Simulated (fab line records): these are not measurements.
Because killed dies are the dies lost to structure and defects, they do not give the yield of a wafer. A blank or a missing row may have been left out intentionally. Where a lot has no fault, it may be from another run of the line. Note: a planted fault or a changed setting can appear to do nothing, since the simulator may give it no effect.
Split-lot trial || flow n5 finfet || 7 lots, 39 wafers read, on a route of 1938 steps

THE SPLIT ITSELF
At N5_MOL_CONTACT_COAG_ALD_27 (deposits SiOC, target thk 17 nm, pulse time 1.5 s, time 2720 s), the setting ald cycles was moved away from the recipe's 340 on 18 of the 39 wafers read, by -16.2% to +17.1%. This setting was run at the recipe's value on the other wafers.

The reading is taken at the split's own step.

THE READING
SiOC_of_MOL_CONTACT_COAG_ALD_27.thk nm (the simulator's own value, which no gauge read), in nm, at N5_MOL_CONTACT_COAG_ALD_27 (deposits SiOC, target thk 17 nm, pulse time 1.5 s, time 2720 s). The file gives no usual value for it. The 21 wafers here that ran the recipe average 17.0 nm, standard deviation 0.062 nm.

{"wafer": "L075.1", "tool, chamber at the split": "ald sin-04, 3,1", "ald cycles as run": 340, "against the recipe": "recipe", "SiOC_of_MOL_CONTACT_COAG_ALD_27.thk nm, nm": 17, "against lot-mates on the recipe": "-"}
{"wafer": "L075.2", "tool, chamber at the split": "ald sin-04, 3,1", "ald cycles as run": 340, "against the recipe": "recipe", "SiOC_of_MOL_CONTACT_COAG_ALD_27.thk nm, nm": 17, "against lot-mates on the recipe": "-"}
{"wafer": "L075.3", "tool, chamber at the split": "ald sin-04, 2", "ald cycles as run": 340, "against the recipe": "recipe", "SiOC_of_MOL_CONTACT_COAG_ALD_27.thk nm, nm": 17.2, "against lot-mates on the recipe": "-"}
{"wafer": "L075.4", "tool, chamber at the split": "ald sin-04, 1,3,2", "ald cycles as run": 287, "against the recipe": "-15.6%", "SiOC_of_MOL_CONTACT_COAG_ALD_27.thk nm, nm": 14.4, "against lot-mates on the recipe": -2.7}
{"wafer": "L075.5", "tool, chamber at the split": "ald sin-04, 1,3,2", "ald cycles as run": 287, "against the recipe": "-15.6%", "SiOC_of_MOL_CONTACT_COAG_ALD_27.thk nm, nm": 14.4, "against lot-mates on the recipe": -2.7}
{"wafer": "L075.6", "tool, chamber at the split": "ald sin-04, 1,3,2", "ald cycles as run": 287, "against the recipe": "-15.6%", "SiOC_of_MOL_CONTACT_COAG_ALD_27.thk nm, nm": 14.4, "against lot-mates on the recipe": -2.7}
{"wafer": "L079.1", "tool, chamber at the split": "ald sin-02, 0,2,1", "ald cycles as run": 398, "against the recipe": "+17.1%", "SiOC_of_MOL_CONTACT_COAG_ALD_27.thk nm, nm": 19.8, "against lot-mates on the recipe": "+2.8"}
{"wafer": "L079.3", "tool, chamber at the split": "ald sin-02, 0,2,1", "ald cycles as run": 398, "against the recipe": "+17.1%", "SiOC_of_MOL_CONTACT_COAG_ALD_27.thk nm, nm": 19.8, "against lot-mates on the recipe": "+2.8"}
{"wafer": "L079.6", "tool, chamber at the split": "ald sin-02, 0,2,1", "ald cycles as run": 398, "against the recipe": "+17.1%", "SiOC_of_MOL_CONTACT_COAG_ALD_27.thk nm, nm": 19.8, "against lot-mates on the recipe": "+2.8"}
{"wafer": "L079.2", "tool, chamber at the split": "ald sin-02, 1,3,2", "ald cycles as run": 340, "against the recipe": "recipe", "SiOC_of_MOL_CONTACT_COAG_ALD_27.thk nm, nm": 17, "against lot-mates on the recipe": "-"}
{"wafer": "L079.4", "tool, chamber at the split": "ald sin-02, 1,3,2", "ald cycles as run": 340, "against the recipe": "recipe", "SiOC_of_MOL_CONTACT_COAG_ALD_27.thk nm, nm": 17, "against lot-mates on the recipe": "-"}
{"wafer": "L079.5", "tool, chamber at the split": "ald sin-02, 1,3,2", "ald cycles as run": 340, "against the recipe": "recipe", "SiOC_of_MOL_CONTACT_COAG_ALD_27.thk nm, nm": 17, "against lot-mates on the recipe": "-"}
{"wafer": "L081.1", "tool, chamber at the split": "ald sin-02, 2,3", "ald cycles as run": 340, "against the recipe": "recipe", "SiOC_of_MOL_CONTACT_COAG_ALD_27.thk nm, nm": 17, "against lot-mates on the recipe": "-"}
{"wafer": "L081.6", "tool, chamber at the split": "ald sin-02, 2,3", "ald cycles as run": 340, "against the recipe": "recipe", "SiOC_of_MOL_CONTACT_COAG_ALD_27.thk nm, nm": 17, "against lot-mates on the recipe": "-"}
{"wafer": "L081.2", "tool, chamber at the split": "ald sin-02, 0", "ald cycles as run": 340, "against the recipe": "recipe", "SiOC_of_MOL_CONTACT_COAG_ALD_27.thk nm, nm": 16.8, "against lot-mates on the recipe": "-"}
{"wafer": "L081.3", "tool, chamber at the split": "ald sin-02, 1,0", "ald cycles as run": 285, "against the recipe": "-16.2%", "SiOC_of_MOL_CONTACT_COAG_ALD_27.thk nm, nm": 14.2, "against lot-mates on the recipe": -2.7}
{"wafer": "L081.5", "tool, chamber at the split": "ald sin-02, 1,0", "ald cycles as run": 285, "against the recipe": "-16.2%", "SiOC_of_MOL_CONTACT_COAG_ALD_27.thk nm, nm": 14.2, "against lot-mates on the recipe": -2.7}
{"wafer": "L081.4", "tool, chamber at the split": "ald sin-02, 3", "ald cycles as run": 285, "against the recipe": "-16.2%", "SiOC_of_MOL_CONTACT_COAG_ALD_27.thk nm, nm": 14.4, "against lot-mates on the recipe": -2.5}
{"wafer": "L090.1", "tool, chamber at the split": "ald sin-04, 1,2,1", "ald cycles as run": 370, "against the recipe": "+8.8%", "SiOC_of_MOL_CONTACT_COAG_ALD_27.thk nm, nm": 18.4, "against lot-mates on the recipe": "+1.4"}
{"wafer": "L090.2", "tool, chamber at the split": "ald sin-04, 1,2,1", "ald cycles as run": 370, "against the recipe": "+8.8%", "SiOC_of_MOL_CONTACT_COAG_ALD_27.thk nm, nm": 18.4, "against lot-mates on the recipe": "+1.4"}
{"wafer": "L090.5", "tool, chamber at the split": "ald sin-04, 1,2,1", "ald cycles as run": 370, "against the recipe": "+8.8%", "SiOC_of_MOL_CONTACT_COAG_ALD_27.thk nm, nm": 18.4, "against lot-mates on the recipe": "+1.4"}
{"wafer": "L090.3", "tool, chamber at the split": "ald sin-04, 3,0,2", "ald cycles as run": 340, "against the recipe": "recipe", "SiOC_of_MOL_CONTACT_COAG_ALD_27.thk nm, nm": 17, "against lot-mates on the recipe": "-"}
{"wafer": "L090.4", "tool, chamber at the split": "ald sin-04, 3,0,2", "ald cycles as run": 340, "against the recipe": "recipe", "SiOC_of_MOL_CONTACT_COAG_ALD_27.thk nm, nm": 17, "against lot-mates on the recipe": "-"}
{"wafer": "L090.6", "tool, chamber at the split": "ald sin-04, 3,0,2", "ald cycles as run": 340, "against the recipe": "recipe", "SiOC_of_MOL_CONTACT_COAG_ALD_27.thk nm, nm": 17, "against lot-mates on the recipe": "-"}
{"wafer": "L094.1", "tool, chamber at the split": "ald sin-01, 2,2,3", "ald cycles as run": 340, "against the recipe": "recipe", "SiOC_of_MOL_CONTACT_COAG_ALD_27.thk nm, nm": 17, "against lot-mates on the recipe": "-"}
{"wafer": "L094.5", "tool, chamber at the split": "ald sin-01, 2,2,3", "ald cycles as run": 340, "against the recipe": "recipe", "SiOC_of_MOL_CONTACT_COAG_ALD_27.thk nm, nm": 17, "against lot-mates on the recipe": "-"}
{"wafer": "L094.6", "tool, chamber at the split": "ald sin-01, 2,2,3", "ald cycles as run": 340, "against the recipe": "recipe", "SiOC_of_MOL_CONTACT_COAG_ALD_27.thk nm, nm": 17, "against lot-mates on the recipe": "-"}
{"wafer": "L094.2", "tool, chamber at the split": "ald sin-01, 3,1,1", "ald cycles as run": 306, "against the recipe": "-10.0%", "SiOC_of_MOL_CONTACT_COAG_ALD_27.thk nm, nm": 15.4, "against lot-mates on the recipe": -1.6}
{"wafer": "L094.3", "tool, chamber at the split": "ald sin-01, 3,1,1", "ald cycles as run": 306, "against the recipe": "-10.0%", "SiOC_of_MOL_CONTACT_COAG_ALD_27.thk nm, nm": 15.4, "against lot-mates on the recipe": -1.6}
{"wafer": "L094.4", "tool, chamber at the split": "ald sin-01, 3,1,1", "ald cycles as run": 306, "against the recipe": "-10.0%", "SiOC_of_MOL_CONTACT_COAG_ALD_27.thk nm, nm": 15.4, "against lot-mates on the recipe": -1.6}
{"wafer": "L096.2", "tool, chamber at the split": "ald sin-01, 1,1,2", "ald cycles as run": 340, "against the recipe": "recipe", "SiOC_of_MOL_CONTACT_COAG_ALD_27.thk nm, nm": 17, "against lot-mates on the recipe": "-"}
{"wafer": "L096.4", "tool, chamber at the split": "ald sin-01, 1,1,2", "ald cycles as run": 340, "against the recipe": "recipe", "SiOC_of_MOL_CONTACT_COAG_ALD_27.thk nm, nm": 17, "against lot-mates on the recipe": "-"}
{"wafer": "L096.5", "tool, chamber at the split": "ald sin-01, 1,1,2", "ald cycles as run": 340, "against the recipe": "recipe", "SiOC_of_MOL_CONTACT_COAG_ALD_27.thk nm, nm": 17, "against lot-mates on the recipe": "-"}
{"wafer": "L097.1", "tool, chamber at the split": "ald sin-02, 1", "ald cycles as run": 375, "against the recipe": "+10.3%", "SiOC_of_MOL_CONTACT_COAG_ALD_27.thk nm, nm": 18.6, "against lot-mates on the recipe": "+1.6"}
{"wafer": "L097.2", "tool, chamber at the split": "ald sin-02, 2,0", "ald cycles as run": 375, "against the recipe": "+10.3%", "SiOC_of_MOL_CONTACT_COAG_ALD_27.thk nm, nm": 18.8, "against lot-mates on the recipe": "+1.8"}
{"wafer": "L097.3", "tool, chamber at the split": "ald sin-02, 2,0", "ald cycles as run": 375, "against the recipe": "+10.3%", "SiOC_of_MOL_CONTACT_COAG_ALD_27.thk nm, nm": 18.8, "against lot-mates on the recipe": "+1.8"}
{"wafer": "L097.4", "tool, chamber at the split": "ald sin-02, 3,0,1", "ald cycles as run": 340, "against the recipe": "recipe", "SiOC_of_MOL_CONTACT_COAG_ALD_27.thk nm, nm": 17, "against lot-mates on the recipe": "-"}
{"wafer": "L097.5", "tool, chamber at the split": "ald sin-02, 3,0,1", "ald cycles as run": 340, "against the recipe": "recipe", "SiOC_of_MOL_CONTACT_COAG_ALD_27.thk nm, nm": 17, "against lot-mates on the recipe": "-"}
{"wafer": "L097.6", "tool, chamber at the split": "ald sin-02, 3,0,1", "ald cycles as run": 340, "against the recipe": "recipe", "SiOC_of_MOL_CONTACT_COAG_ALD_27.thk nm, nm": 17, "against lot-mates on the recipe": "-"}
When a row names more than one chamber, that row covers several wafers, and the file does not tell which wafer ran in which chamber.

FIT RESULTS
A straight line over all 39 wafers: SiOC_of_MOL_CONTACT_COAG_ALD_27.thk nm changes by +0.166 nm for each +1% of ald cycles; r = +1.00; the points scatter about the line by 0.067 nm.
The same after taking each lot's own level away (the mean of its wafers on the recipe; 39 wafers): +0.165 nm for each +1%; r = +1.00; scatter 0.064 nm.
That fit puts the effect of the largest move of ald cycles on the reading at 2.8 nm.
The span of the lots' own levels, 16.93 to 17.07 nm, comes to 2.2 times the standard deviation stated above.
Hence the lot-to-lot level has little effect on the slope; both slopes agree.
Check: with one of the wafers moved furthest among these (+17.1%) left out of the fit, the line predicts +2.82 nm for it against its lot-mates. It came out at +2.8 nm against them.

OTHER SPLITS ON THESE WAFERS
These wafers also went through other splits before the reading. Each is held against what the fit with the lots' levels taken away leaves over:
{"other split on the same wafers": "N5_HKMG_FIN_RTA_80 time s", "wafers away from the commonest value": 18, "r with SiOC_of_MOL_CONTACT_COAG_ALD_27.thk nm (lot level and that fit taken away)": "+0.01"}

FILE'S OWN FIT
SiOC_of_MOL_CONTACT_COAG_ALD_27.thk nm changes by +0.166 nm for each +1% of ald cycles, r = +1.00.
